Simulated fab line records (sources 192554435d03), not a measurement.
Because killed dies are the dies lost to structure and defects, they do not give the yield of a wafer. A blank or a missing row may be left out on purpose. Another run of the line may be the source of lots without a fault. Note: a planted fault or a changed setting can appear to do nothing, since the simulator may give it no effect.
fab line records	flow n5Finfet
record lots=12	wafers=34	lastDay=17
route steps=1938 shown BEOL_M5@1180 BEOL_M6@1194 PASSIVATION@1936
lots with no fault: from the same line, run without faults
startH: hours from the record's opening day to when the first of the lot's shown wafers began	waitH: hours from the lot's prior step to this one	" unchanged from the row above	L1.1+2: a single row standing in for several wafers	- no value, or no start given	* or withheld: withheld	< > ~ a bound
route shown NAME@n: NAME is a module with steps in the file, n the number in the route of the first one	usual: average and standard deviation across the fault-free wafers	same: alike in all rows	chamber/n: place in a boat	sites: readings site by site	_std_site: their standard deviation	_edge_site: outer sites' mean less inner sites'	radiusMm: for every site, how far away it sits from the centre of the wafer	mask NAME#n: copy n	behind: the tool/chamber that last shaped the wafer	hold: why the lot was held/for how many hours/how that ended	device: transistor that didn't switch, given as n, p or np	end of line: the tests these same wafers got at the end of their route	step lacking rows: just its recipe	killed: dies lost to structure and defects at the first sort, not the wafer's yield	map: a wafer's dies, marking killed ones x, the rest . and places with no die _
set.NAME: the setting that was run; set.NAME@STEP: the one run at that earlier step	model.NAME: the simulator's own value behind a step, which no gauge read
route steps across a sampled set of lots; one table per step, one row per wafer
services: the hour from which a tool's chamber was out of use, counted from the record's first day as startH (under 0 if before that day), plus the number of hours and why
## steps
# step N5_BEOL_M5_ANNEAL_84
# recipe tempC=400	timeS=1800	ambient=vacuum
# usual heaterPowerW=814/55
lot.wafer	tool	chamber	startH	waitH	heaterPowerW
L822.1	pvdSputter-02	-	182.90	0.0	858
L822.4	"	-	"	"	774
L822.5	"	-	"	"	800
L823.2	pvdSputter-02	-	196.68	0.0	825
L823.3	"	-	"	"	845
L823.6	"	-	"	"	804
L825.2	pvdSputter-01	-	198.27	0.0	803
L825.4	"	-	"	"	855
L825.6	"	-	"	"	770
L831.5	pvdSputter-02	-	241.16	0.5	801
L831.6	"	-	"	"	849
L832.1	pvdSputter-03	-	249.83	0.0	779
L832.3	"	-	"	"	708
L834.3	pvdSputter-02	-	253.25	0.0	821
L834.4	"	-	"	"	804
L834.6	"	-	"	"	827
L835.1	pvdSputter-02	-	262.60	0.0	830
L835.5	"	-	"	"	828
L835.6	"	-	"	"	822
L836.2	pvdSputter-03	-	267.24	0.0	814
L836.3	"	-	"	"	799
L836.5	"	-	"	"	826
L840.1	pvdSputter-01	-	304.20	0.0	755
L840.4	"	-	"	"	747
L840.6	"	-	"	"	788
L841.1	pvdSputter-02	-	307.05	0.0	793
L841.4	"	-	"	"	782
L841.6	"	-	"	"	798
L843.1	pvdSputter-03	-	309.39	0.0	832
L843.2	"	-	"	"	849
L843.3	"	-	"	"	713
L844.2	pvdSputter-01	-	309.43	0.0	936
L844.3	"	-	"	"	786
L844.4	"	-	"	"	763
# step N5_BEOL_M5_ANNEAL_89
# recipe tempC=400	timeS=1800	ambient=vacuum
# usual heaterPowerW=816/52
lot.wafer	tool	chamber	startH	waitH	heaterPowerW
L822.1	pvdSputter-02	-	183.99	0.0	827
L822.4	"	-	"	"	793
L822.5	"	-	"	"	838
L823.2	pvdSputter-02	-	197.77	0.0	804
L823.3	"	-	"	"	813
L823.6	"	-	"	"	796
L825.2	pvdSputter-01	-	199.36	0.0	775
L825.4	"	-	"	"	839
L825.6	"	-	"	"	780
L831.5	pvdSputter-02	-	242.25	0.5	819
L831.6	"	-	"	"	838
L832.1	pvdSputter-03	-	250.92	0.0	808
L832.3	"	-	"	"	713
L834.3	pvdSputter-02	-	254.34	0.0	837
L834.4	"	-	"	"	813
L834.6	"	-	"	"	828
L835.1	pvdSputter-02	-	263.69	0.0	789
L835.5	"	-	"	"	843
L835.6	"	-	"	"	833
L836.2	pvdSputter-03	-	268.33	0.0	840
L836.3	"	-	"	"	789
L836.5	"	-	"	"	827
L840.1	pvdSputter-01	-	305.29	0.0	765
L840.4	"	-	"	"	779
L840.6	"	-	"	"	790
L841.1	pvdSputter-02	-	308.13	0.0	833
L841.4	"	-	"	"	769
L841.6	"	-	"	"	821
L843.1	pvdSputter-03	-	310.48	0.0	821
L843.2	"	-	"	"	832
L843.3	"	-	"	"	719
L844.2	pvdSputter-01	-	310.51	0.0	944
L844.3	"	-	"	"	794
L844.4	"	-	"	"	767
# step N5_BEOL_M5_SPUTTER_90
# recipe material=Cu	targetThkA=45	tempC=-20	chamberPressurePa=0.07	powerW=withheld	timeS=8.29
# usual chuckGasFlowSccm=1.27/0.055	throttleValvePct=30.2/0.9
lot.wafer	tool	chamber	startH	waitH	chuckGasFlowSccm	throttleValvePct
L822.1	pvdSputter-02	-	184.99	0.5	1.24	30.3
L822.4	"	-	"	"	1.34	29.8
L822.5	"	-	"	"	1.26	30.7
L823.2	pvdSputter-02	-	198.78	0.5	1.27	30.6
L823.3	"	-	"	"	1.30	30.1
L823.6	"	-	"	"	1.29	30.8
L825.2	pvdSputter-01	-	200.37	0.5	1.16	29.1
L825.4	"	-	"	"	1.33	31.6
L825.6	"	-	"	"	1.20	31.3
L831.5	pvdSputter-02	-	242.79	0.0	1.32	30.7
L831.6	"	-	"	"	1.16	30.0
L832.1	pvdSputter-03	-	251.92	0.5	1.21	30.5
L832.3	"	-	"	"	1.36	30.6
L834.3	pvdSputter-02	-	255.35	0.5	1.26	30.1
L834.4	"	-	"	"	1.41	30.9
L834.6	"	-	"	"	1.33	30.8
L835.1	pvdSputter-02	-	264.69	0.5	1.26	30.5
L835.5	"	-	"	"	1.28	30.4
L835.6	"	-	"	"	1.38	30.4
L836.2	pvdSputter-03	-	269.34	0.5	1.30	30.3
L836.3	"	-	"	"	1.17	30.2
L836.5	"	-	"	"	1.27	30.0
L840.1	pvdSputter-01	-	306.30	0.5	1.24	31.0
L840.4	"	-	"	"	1.27	29.1
L840.6	"	-	"	"	1.30	28.7
L841.1	pvdSputter-02	-	309.14	0.5	1.21	30.9
L841.4	"	-	"	"	1.27	29.9
L841.6	"	-	"	"	1.29	30.9
L843.1	pvdSputter-03	-	311.48	0.5	1.24	30.8
L843.2	"	-	"	"	1.33	30.3
L843.3	"	-	"	"	1.20	30.3
L844.2	pvdSputter-01	-	311.52	0.5	1.33	27.9
L844.3	"	-	"	"	1.29	31.3
L844.4	"	-	"	"	1.27	29.3
# step N5_BEOL_M6_ILD_DEP_00
# recipe material=SiCOH_lowk	targetThkA=1797.5	tempC=300	precursor=DEMS/porogen	pressureTorr=5	rfW=500	timeS=33.4
# usual heaterPowerW=297/31	showerheadPlenumPTorr=5.746/0.017	throttleValvePct=14.2/1.2
lot.wafer	tool	chamber	startH	waitH	heaterPowerW	showerheadPlenumPTorr	throttleValvePct
L822.1	pecvd-03	0	186.16	0.0	279	5.749	15.7
L822.4	"	2	"	"	294	5.763	12.0
L822.5	"	1	"	"	245	5.736	13.7
L823.2	pecvd-02	2	199.91	0.0	358	5.758	13.4
L823.3	"	1	"	"	352	5.713	14.6
L823.6	"	1	"	"	352	5.720	14.9
L825.2	pecvd-02	0	201.52	0.0	276	5.777	15.4
L825.4	"	0	"	"	283	5.773	15.6
L825.6	"	2	"	"	331	5.747	13.6
L831.5	pecvd-03	0	243.92	0.1	251	5.731	15.9
L831.6	"	1	"	"	301	5.756	13.6
L832.1	pecvd-03	1	253.04	0.0	317	5.752	13.8
L832.3	"	0	"	"	301	5.739	15.8
L834.3	pecvd-02	2	256.67	0.0	347	5.744	13.7
L834.4	"	0	"	"	306	5.765	15.5
L834.6	"	2	"	"	351	5.759	13.7
L835.1	pecvd-04	1	265.88	0.0	303	5.735	14.6
L835.5	"	2	"	"	266	5.751	12.8
L835.6	"	1	"	"	306	5.748	14.8
L836.2	pecvd-04	1	270.74	0.0	321	5.731	14.7
L836.3	"	1	"	"	327	5.754	14.7
L836.5	"	1	"	"	330	5.736	14.7
L840.1	pecvd-04	0	307.45	0.0	273	5.721	13.4
L840.4	"	0	"	"	293	5.746	13.1
L840.6	"	1	"	"	321	5.728	14.8
L841.1	pecvd-02	1	310.26	0.0	319	5.735	15.2
L841.4	"	1	"	"	325	5.715	14.9
L841.6	"	0	"	"	298	5.774	15.6
L843.1	pecvd-04	1	312.66	0.0	329	5.733	14.8
L843.2	"	0	"	"	321	5.715	13.2
L843.3	"	2	"	"	270	5.758	13.1
L844.2	pecvd-02	1	312.75	0.0	368	5.707	14.9
L844.3	"	2	"	"	342	5.757	13.7
L844.4	"	0	"	"	277	5.771	15.5
# step N5_BEOL_M6_THK_MEAS_01
# recipe reads=SiCOH_lowk_of_BEOL_M6_ILD_DEP_00
# usual M6_ILD_THK=155.2/2
lot.wafer	tool	chamber	startH	waitH	M6_ILD_THK[nm]
L822.1	filmMetro-01	-	186.75	0.4	152.9
L822.4	"	-	"	"	155.2
L822.5	"	-	"	"	154.4
L823.2	filmMetro-01	-	200.49	0.4	152.6
L823.3	"	-	"	"	151.5
L823.6	"	-	"	"	156.6
L825.2	filmMetro-02	-	202.10	0.4	153.6
L825.4	"	-	"	"	156.2
L825.6	"	-	"	"	155.7
L831.5	filmMetro-01	-	244.48	0.1	174.9
L831.6	"	-	"	"	154.2
L832.1	filmMetro-02	-	253.62	0.4	151.6
L832.3	"	-	"	"	170.4
L834.3	filmMetro-01	-	257.25	0.3	156.7
L834.4	"	-	"	"	154.5
L834.6	"	-	"	"	156.1
L835.1	filmMetro-02	-	266.46	0.4	150.7
L835.5	"	-	"	"	152.9
L835.6	"	-	"	"	153.8
L836.2	filmMetro-01	-	271.37	0.4	151.5
L836.3	"	-	"	"	153.8
L836.5	"	-	"	"	152.7
L840.1	filmMetro-01	-	308.03	0.4	154.5
L840.4	"	-	"	"	155.8
L840.6	"	-	"	"	156.0
L841.1	filmMetro-02	-	310.86	0.4	155.6
L841.4	"	-	"	"	156.9
L841.6	"	-	"	"	157.1
L843.1	filmMetro-01	-	313.24	0.4	152.5
L843.2	"	-	"	"	153.3
L843.3	"	-	"	"	153.0
L844.2	filmMetro-01	-	313.33	0.4	157.6
L844.3	"	-	"	"	155.0
L844.4	"	-	"	"	159.7
# step N5_PASSIVATION_PROBE_49
# usual defectLimitedYield=91.4/1.5	killed_at_M0_to_M3=34/9.7	killed_at_M4_up=14/5.7	killedAtContacts=12/5.9	killedAtFrontEnd=37/10	killedAtOther=5/4.7	killedDies=102/18	killedOpen=65/12	killedShort=34/8.8	sort_bin_4_leakage=0.03/0.14	sort_bin_5_function=5.0/0.96	sort_bin_6_memory=3.3/0.7	sort_bin_8_speed=0.03/0.19	sortNPass=1077/18
# same grossDies=1180	killedAtBackSide=0
lot.wafer	tool	chamber	startH	waitH	defectLimitedYield[%]	killed_at_M0_to_M3	killed_at_M4_up	killedAtContacts	killedAtFrontEnd	killedAtOther	killedDies	killedOpen	killedShort	sort_bin_4_leakage[%]	sort_bin_5_function[%]	sort_bin_6_memory[%]	sort_bin_8_speed[%]	sortNPass
L822.1	prober-02	-	274.54	0.0	90.7	36	15	12	42	5	110	69	41	0	5.1	3.8	0	1070
L822.4	prober-02	-	274.69	0.2	91.5	45	8	4	42	1	100	46	54	0	5.1	2.9	0	1080
L822.5	prober-02	-	274.74	0.2	89.7	41	16	10	50	5	122	80	42	0	6.5	3.6	0	1058
L823.2	prober-02	-	289.61	0.1	93.1	22	10	10	35	5	82	55	24	0	3.9	2.6	0	1098
L823.3	prober-02	-	289.66	0.1	93.1	22	9	6	41	3	81	50	28	0	4.2	2.5	0	1099
L823.6	prober-02	-	289.81	0.3	91.6	29	13	12	44	1	99	59	40	0	5.2	3.1	0	1081
L825.2	prober-02	-	293.89	0.1	91.8	30	5	21	32	9	97	63	34	0	4.5	3.3	0	1083
L825.4	prober-02	-	293.99	0.2	92.1	17	10	21	38	7	93	52	40	0	4.6	3.1	0	1087
L825.6	prober-02	-	294.09	0.3	91.0	30	8	8	55	5	106	67	38	1.02	5.6	3.1	0	1062
L831.5	prober-01	-	333.96	0.2	91.4	25	16	9	45	6	101	65	34	0	4.7	3.6	0	1079
L831.6	prober-01	-	334.01	0.3	90.0	36	16	8	49	9	118	71	46	0	6.2	3.5	0	1062
L832.1	prober-01	-	345.51	0.0	90.3	29	20	8	54	4	115	83	28	0	5.2	4.4	0.08	1065
L832.3	prober-01	-	345.61	0.1	90.1	33	13	9	59	3	117	75	42	0	5.3	4.2	0	1063
L834.3	prober-02	-	345.96	0.1	92.5	38	8	9	33	1	89	63	25	0	4.2	3.3	0	1091
L834.4	prober-02	-	346.01	0.2	92.7	30	10	8	36	2	86	54	27	0	4.7	2.5	0	1094
L834.6	prober-02	-	346.11	0.3	95.2	17	17	3	20	0	57	41	14	0	2.1	2.5	0	1123
L835.1	prober-02	-	351.49	0.0	90.3	39	27	19	28	2	115	75	40	0	5.9	3.5	0	1065
L835.5	prober-02	-	351.69	0.2	92.0	28	12	10	36	8	94	56	37	0	4.3	3.1	0	1086
L835.6	prober-02	-	351.74	0.3	90.4	24	14	22	50	3	113	77	36	0	4.9	4.4	0	1067
L836.2	prober-02	-	357.02	0.1	90.4	50	18	8	37	0	113	67	43	0	5.1	3.9	0	1067
L836.3	prober-02	-	357.07	0.1	91.1	43	26	8	27	1	105	74	31	0	5.2	3.6	0	1075
L836.5	prober-02	-	357.17	0.2	88.7	53	25	23	31	1	133	84	48	0	6.9	4.3	0.08	1046
L841.1	prober-01	-	399.58	0.0	90.1	56	13	10	34	4	117	71	38	0	5.1	3.9	0	1063
L841.4	prober-01	-	399.73	0.2	91.2	44	9	10	41	0	104	56	47	0	5.2	3.3	0	1076
L841.6	prober-01	-	399.83	0.3	88.5	54	10	19	49	4	136	85	47	0	6.4	4.2	0	1044
L843.1	prober-01	-	401.29	0.0	91.8	36	15	14	28	4	97	64	30	0	5.2	2.6	0	1083
L843.2	prober-01	-	401.34	0.1	92.2	29	9	10	35	9	92	53	30	0	5.3	1.9	0	1088
L843.3	prober-01	-	401.39	0.1	92.8	29	7	10	36	3	85	37	41	0	3.9	2.6	0	1095
L844.2	prober-01	-	406.44	0.1	91.5	36	17	14	31	2	100	65	24	0	4.2	3.9	0	1080
L844.3	prober-01	-	406.49	0.1	90.3	40	19	10	34	11	114	72	32	0.08	5.3	3.3	0	1065
L844.4	prober-01	-	406.54	0.2	93.6	21	12	15	24	3	75	55	18	0	3.2	2.9	0	1105
L840.1	prober-02	-	406.87	0.0	91.5	33	13	13	40	1	100	66	26	0	4.8	3.1	0	1080
L840.4	prober-02	-	407.02	0.2	92.0	27	20	16	30	1	94	54	35	0	4.7	2.8	0.17	1086
L840.6	prober-02	-	407.12	0.3	93.0	23	16	8	35	1	83	59	23	0	3.6	3.3	0	1097
# killed by level:class
L822.1 FIN_SAQP:geometricParticle:open=13 BEOL_M4:geometricParticle:open=10 MOL_CONTACT_COAG:geometricParticle:open=10 FIN_SAQP:geometricParticle:short=8 BEOL_M1:geometricParticle:open=7 BEOL_M0_SAQP:geometricParticle:short=6 BEOL_M0_SAQP:geometricParticle:open=5 BEOL_M1:geometricParticle:short=5
L822.4 FIN_SAQP:geometricParticle:short=23 BEOL_M1:geometricParticle:open=9 FIN_SAQP:geometricParticle:open=8 BEOL_M0_SAQP:geometricParticle:short=8 BEOL_M0_SAQP:geometricParticle:open=7 BEOL_M3:geometricParticle:open=7 BEOL_M3:geometricParticle:short=4 MOL_CONTACT_COAG:geometricParticle:open=3
L822.5 FIN_SAQP:geometricParticle:open=12 FIN_SAQP:geometricParticle:short=11 MOL_CONTACT_COAG:geometricParticle:open=8 BEOL_M0_SAQP:geometricParticle:open=8 BEOL_M4:geometricParticle:open=8 GATE_CUT:geometricParticle:open=7 BEOL_M0_SAQP:geometricParticle:short=7 BEOL_M3:geometricParticle:open=6
L823.2 FIN_SAQP:geometricParticle:short=8 MOL_CONTACT_COAG:geometricParticle:open=8 BEOL_M3:geometricParticle:open=7 BEOL_M1:geometricParticle:open=5 STARTING-WAFER:geometricParticle:open=5 FIN_SAQP:geometricParticle:open=4 BEOL_M2:geometricParticle:open=4 BEOL_M4:geometricParticle:open=4
L823.3 STI_FIN_REVEAL:geometricParticle:open=18 BEOL_M0:geometricParticle:open=8 DUMMY_GATE:geometricParticle:open=4 BEOL_M3:geometricParticle:open=4 STI_FIN_REVEAL:geometricParticle:short=3 GATE_CUT:geometricParticle:short=3 MOL_CONTACT_COAG:geometricParticle:open=3 MOL_CONTACT_COAG:geometricParticle:short=3
L823.6 BEOL_M2:geometricParticle:open=9 BEOL_M0_SAQP:geometricParticle:short=8 MOL_CONTACT_COAG:geometricParticle:open=7 FIN_SAQP:geometricParticle:short=6 DUMMY_GATE:geometricParticle:open=6 STI_FIN_REVEAL:geometricParticle:open=5 GATE_CUT:geometricParticle:open=5 MOL_CONTACT_COAG:geometricParticle:short=5
L825.2 MOL_CONTACT_COAG:geometricParticle:open=19 STI_FIN_REVEAL:geometricParticle:open=11 FIN_SAQP:geometricParticle:short=7 BEOL_M0_SAQP:geometricParticle:open=7 BEOL_M0_SAQP:geometricParticle:short=7 BEOL_M1:geometricParticle:open=5 BEOL_M1:geometricParticle:short=5 PAD_METAL:geometricParticle:short=4
L825.4 MOL_CONTACT_COAG:geometricParticle:open=14 FIN_SAQP:geometricParticle:short=9 STI_FIN_REVEAL:geometricParticle:open=9 MOL_CONTACT_COAG:geometricParticle:short=7 FIN_SAQP:geometricParticle:open=5 STI_FIN_REVEAL:geometricParticle:short=5 BEOL_M0_SAQP:geometricParticle:short=5 BEOL_M2:geometricParticle:open=4
L825.6 STI_FIN_REVEAL:geometricParticle:open=21 BEOL_M1:geometricParticle:open=13 FIN_SAQP:geometricParticle:short=10 MOL_CONTACT_COAG:geometricParticle:open=5 STI_FIN_REVEAL:geometricParticle:short=4 ILD0:geometricParticle:short=4 GATE_CUT:geometricParticle:short=4 BEOL_M0_SAQP:geometricParticle:open=4
L831.5 FIN_SAQP:geometricParticle:short=13 FIN_SAQP:geometricParticle:open=13 STI_FIN_REVEAL:geometricParticle:open=8 MOL_CONTACT_COAG:geometricParticle:open=8 BEOL_M0_SAQP:geometricParticle:open=6 BEOL_M3:geometricParticle:open=6 BEOL_M0_SAQP:geometricParticle:short=4 BEOL_M1:geometricParticle:open=4
L831.6 FIN_SAQP:geometricParticle:open=13 FIN_SAQP:geometricParticle:short=11 BEOL_M1:geometricParticle:open=9 MOL_CONTACT_COAG:geometricParticle:open=8 BEOL_M1:geometricParticle:short=7 BEOL_M0_SAQP:geometricParticle:short=6 STARTING-WAFER:geometricParticle:short=5 GATE_CUT:geometricParticle:short=5
L832.1 BEOL_M2:geometricParticle:open=18 STI_FIN_REVEAL:geometricParticle:open=17 BEOL_M4:geometricParticle:open=9 FIN_SAQP:geometricParticle:open=7 MOL_CONTACT_COAG:geometricParticle:open=6 STI_FIN_REVEAL:geometricParticle:short=5 FIN_SAQP:geometricParticle:short=4 DUMMY_GATE:geometricParticle:open=4
L832.3 FIN_SAQP:geometricParticle:open=15 FIN_SAQP:geometricParticle:short=15 BEOL_M2:geometricParticle:open=14 STI_FIN_REVEAL:geometricParticle:open=7 BEOL_M3:geometricParticle:open=7 BEOL_M4:geometricParticle:open=7 BEOL_M0_SAQP:geometricParticle:open=5 MOL_CONTACT_COAG:geometricParticle:open=5
L834.3 FIN_SAQP:geometricParticle:open=12 BEOL_M3:geometricParticle:open=9 MOL_CONTACT_COAG:geometricParticle:open=7 BEOL_M2:geometricParticle:open=7 STI_FIN_REVEAL:geometricParticle:open=6 BEOL_M0:geometricParticle:open=4 BEOL_M3:geometricParticle:short=4 STARTING-WAFER:geometricParticle:short=4
L834.4 FIN_SAQP:geometricParticle:short=7 FIN_SAQP:geometricParticle:open=7 BEOL_M0:geometricParticle:open=7 STARTING-WAFER:geometricParticle:open=6 MOL_CONTACT_COAG:geometricParticle:open=5 BEOL_M3:geometricParticle:open=5 BEOL_M4:geometricParticle:open=5 GATE_CUT:geometricParticle:open=4
L834.6 BEOL_M0_SAQP:geometricParticle:short=6 BEOL_M4:geometricParticle:open=6 BEOL_M2:geometricParticle:open=5 FIN_SAQP:geometricParticle:open=4 BEOL_M6:geometricParticle:open=4 FIN_SAQP:geometricParticle:short=3 MOL_CONTACT_COAG:geometricParticle:open=3 BEOL_M3:geometricParticle:open=3
L835.1 BEOL_M4:geometricParticle:open=14 MOL_CONTACT_COAG:geometricParticle:open=12 BEOL_M0_SAQP:geometricParticle:open=9 BEOL_M0_SAQP:geometricParticle:short=9 STI_FIN_REVEAL:geometricParticle:open=8 MOL_CONTACT_COAG:geometricParticle:short=7 BEOL_M2:geometricParticle:open=6 BEOL_M3:geometricParticle:open=6
L835.5 DUMMY_GATE:geometricParticle:open=8 BEOL_M2:geometricParticle:open=8 MOL_CONTACT_COAG:geometricParticle:open=7 FIN_SAQP:geometricParticle:open=5 BEOL_M3:geometricParticle:open=5 BEOL_M0_SAQP:geometricParticle:short=5 BEOL_M4:geometricParticle:open=5 FIN_SAQP:geometricParticle:short=4
L835.6 MOL_CONTACT_COAG:geometricParticle:open=17 STI_FIN_REVEAL:geometricParticle:open=11 BEOL_M0_SAQP:geometricParticle:open=10 BEOL_M4:geometricParticle:open=10 FIN_SAQP:geometricParticle:short=9 FIN_SAQP:geometricParticle:open=7 DUMMY_GATE:geometricParticle:open=5 MOL_CONTACT_COAG:geometricParticle:short=5
L836.2 BEOL_M0_SAQP:geometricParticle:short=16 FIN_SAQP:geometricParticle:short=11 BEOL_M2:geometricParticle:open=10 FIN_SAQP:geometricParticle:open=8 BEOL_M0_SAQP:geometricParticle:open=8 BEOL_M4:geometricParticle:open=8 BEOL_M3:geometricParticle:open=7 MOL_CONTACT_COAG:geometricParticle:open=6
L836.3 BEOL_M3:geometricParticle:open=11 BEOL_M0_SAQP:geometricParticle:open=11 BEOL_M4:geometricParticle:open=11 BEOL_M0_SAQP:geometricParticle:short=8 FIN_SAQP:geometricParticle:open=6 MOL_CONTACT_COAG:geometricParticle:open=6 BEOL_M5:geometricParticle:open=5 BEOL_M6:geometricParticle:open=5
L836.5 MOL_CONTACT_COAG:geometricParticle:open=17 BEOL_M0_SAQP:geometricParticle:short=16 BEOL_M0_SAQP:geometricParticle:open=13 BEOL_M4:geometricParticle:open=13 BEOL_M3:geometricParticle:open=13 STI_FIN_REVEAL:geometricParticle:open=7 GATE_CUT:geometricParticle:short=6 MOL_CONTACT_COAG:geometricParticle:short=6
L841.1 BEOL_M0_SAQP:geometricParticle:open=17 BEOL_M0_SAQP:geometricParticle:short=9 BEOL_M2:geometricParticle:open=8 FIN_SAQP:geometricParticle:open=7 MOL_CONTACT_COAG:geometricParticle:open=7 GATE_CUT:geometricParticle:short=6 BEOL_M1:geometricParticle:open=6 BEOL_M3:geometricParticle:open=5
L841.4 BEOL_M0_SAQP:geometricParticle:open=14 BEOL_M0_SAQP:geometricParticle:short=13 GATE_CUT:geometricParticle:open=9 FIN_SAQP:geometricParticle:short=8 GATE_CUT:geometricParticle:short=7 MOL_CONTACT_COAG:geometricParticle:open=5 MOL_CONTACT_COAG:geometricParticle:short=5 BEOL_M2:geometricParticle:open=4
L841.6 FIN_SAQP:geometricParticle:open=20 BEOL_M0_SAQP:geometricParticle:short=20 MOL_CONTACT_COAG:geometricParticle:open=14 BEOL_M0_SAQP:geometricParticle:open=12 BEOL_M3:geometricParticle:open=8 FIN_SAQP:geometricParticle:short=6 STI_FIN_REVEAL:geometricParticle:open=6 MOL_CONTACT_COAG:geometricParticle:short=5
L843.1 FIN_SAQP:geometricParticle:open=11 MOL_CONTACT_COAG:geometricParticle:open=11 BEOL_M0_SAQP:geometricParticle:open=10 BEOL_M0_SAQP:geometricParticle:short=10 BEOL_M2:geometricParticle:open=4 BEOL_M7:geometricParticle:open=4 FIN_SAQP:geometricParticle:short=3 BEOL_M3:geometricParticle:open=3
L843.2 BEOL_M0_SAQP:geometricParticle:open=8 FIN_SAQP:geometricParticle:open=6 MOL_CONTACT_COAG:geometricParticle:open=6 BEOL_M2:geometricParticle:open=6 MIM_TOP_ETCH:geometricParticle:short=5 BEOL_M0_SAQP:geometricParticle:short=5 FIN_SAQP:geometricParticle:short=4 STI_FIN_REVEAL:geometricParticle:open=4
L843.3 BEOL_M0_SAQP:geometricParticle:short=14 FIN_SAQP:geometricParticle:short=11 FIN_SAQP:geometricParticle:open=8 STI_FIN_REVEAL:geometricParticle:open=7 MOL_CONTACT_COAG:geometricParticle:open=6 BEOL_M0_SAQP:geometricParticle:open=5 GATE_CUT:geometricParticle:short=3 BEOL_M1:geometricParticle:open=3
L844.2 MOL_CONTACT_COAG:geometricParticle:open=12 BEOL_M0_SAQP:geometricParticle:open=12 BEOL_M0_SAQP:geometricParticle:short=8 FIN_SAQP:geometricParticle:open=7 BEOL_M4:geometricParticle:open=7 STI_FIN_REVEAL:geometricParticle:open=6 FIN_SAQP:geometricParticle:short=4 GATE_CUT:geometricParticle:open=4
L844.3 MOL_CONTACT_COAG:geometricParticle:open=10 BEOL_M3:geometricParticle:open=10 BEOL_M2:geometricParticle:open=9 BEOL_M4:geometricParticle:open=9 HKMG_FIN:areaEtch=8 FIN_SAQP:geometricParticle:short=7 BEOL_M0_SAQP:geometricParticle:short=7 FIN_SAQP:geometricParticle:open=6
L844.4 MOL_CONTACT_COAG:geometricParticle:open=13 FIN_SAQP:geometricParticle:open=8 FIN_SAQP:geometricParticle:short=7 BEOL_M4:geometricParticle:open=5 BEOL_M3:geometricParticle:open=5 BEOL_M0_SAQP:geometricParticle:open=4 STI_FIN_REVEAL:geometricParticle:open=3 DUMMY_GATE:geometricParticle:open=3
L840.1 MOL_CONTACT_COAG:geometricParticle:open=10 BEOL_M1:geometricParticle:open=9 FIN_SAQP:geometricParticle:open=8 BEOL_M3:geometricParticle:open=8 FIN_SAQP:geometricParticle:short=7 BEOL_M0_SAQP:geometricParticle:open=6 DUMMY_GATE:geometricParticle:open=4 GATE_CUT:geometricParticle:short=4
L840.4 MOL_CONTACT_COAG:geometricParticle:open=12 FIN_SAQP:geometricParticle:short=8 BEOL_M3:geometricParticle:open=7 FIN_SAQP:geometricParticle:open=6 MOL_CONTACT_COAG:geometricParticle:short=4 BEOL_M1:geometricParticle:open=4 BEOL_M3:geometricParticle:short=3 BEOL_M7:geometricParticle:open=3
L840.6 STI_FIN_REVEAL:geometricParticle:open=8 FIN_SAQP:geometricParticle:open=6 BEOL_M5:geometricParticle:open=6 MOL_CONTACT_COAG:geometricParticle:open=6 BEOL_M1:geometricParticle:open=5 BEOL_M3:geometricParticle:open=5 BEOL_M4:geometricParticle:open=5 STARTING-WAFER:geometricParticle:open=5
## services
tool	chamber	startH	hours	kind
pecvd-04	1	179.08	5.5	scheduledDown
pecvd-02	-	180.46	2.8	pm
pecvd-02	2	186.91	2.1	scheduledDown
pecvd-04	2	202.38	-	clean
pecvd-04	2	202.38	-	consumableReplace:showerhead
pecvd-04	2	202.38	29.0	scheduledDown
pecvd-04	2	202.38	29.0	ventCycle
pecvd-04	-	208.56	4.8	repair
pecvd-04	-	259.34	2.2	repair
pecvd-04	2	268.49	5.5	scheduledDown
pecvd-04	2	282.32	2.1	scheduledDown
pecvd-02	2	302.19	8.7	repair
## key
firstSign step=N5_BEOL_M6_THK_MEAS_01	reading=M6_ILD_THK	direction=up	sigmas=8.8	usual=155.2	struck=172.6
effect none on later readings
metAt N5_BEOL_M6_ILD_DEP_00
struckLots L831,L832
struckWafers L831.5,L832.3
notActingAt N5_BEOL_M5_ANNEAL_84,N5_BEOL_M5_ANNEAL_89,N5_BEOL_M5_SPUTTER_90
onsetBetween 186.16 243.92
fault kind=processParameterDrift	tool=pecvd-03	chamber=-	onsetH=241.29	steps=N5_BEOL_M6_ILD_DEP_00	channel=timeS	offset=*	shape=step	endH=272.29	scope=struckWafersOnly	actsIn=*	stated=*
